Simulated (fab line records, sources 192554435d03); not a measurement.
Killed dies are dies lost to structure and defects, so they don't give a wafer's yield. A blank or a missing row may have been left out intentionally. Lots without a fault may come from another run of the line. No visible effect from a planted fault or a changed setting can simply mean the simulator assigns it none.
Matching of chambers	flow n5_finfet	ald_sin-03 running N5_BEOL_M1_ALD_98: 4 sister chambers
The step deposits SiO2, target thk 2.5 nm, pulse time 1 s, co reactant pulse time 1 s. 4 wafers are shown with their chamber, then 7 later ones without.

## WAFERS PAIRED WITH THEIR CHAMBERS
wafer	chamber	heater_power_w (W)
L090.5	3	81
L090.6	0	75
L091.1	1	74
L091.2	2	68

## WAFERS WHOSE CHAMBER IS MISSING
wafer	heater_power_w (W)
L091.4	80
L097.1	70
L097.3	72
L097.6	70
L096.1	69
L096.3	82
L096.4	79

## EACH ONE'S CHAMBER
wafer	from the rows above	in truth
L091.4	3	3
L097.1	can't be placed: 2 or 1 or 0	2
L097.3	can't be placed: 1 or 0 or 2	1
L097.6	can't be placed: 2 or 1 or 0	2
L096.1	2	2
L096.3	3	3
L096.4	can't be placed: 3 or 0 or 1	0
3 of 7 placed correctly. Not placeable from these rows: 4 (in 4, the candidates include the true chamber). 0 placed wrongly.
How it was worked out, from the rows above alone: a wafer's distance from a chamber is the root of the sum, over the readings, of the square of ((its reading less the chamber's mean) divided by the reading's scatter). The wafer belongs to the nearest chamber; if the next one is less than 2 further off, it can't be placed. A chamber's mean is the mean of its shown wafers. The scatter (one wafer shown for each chamber): square how far every hidden wafer sits from the nearest shown wafer, average those squares and take the square root.
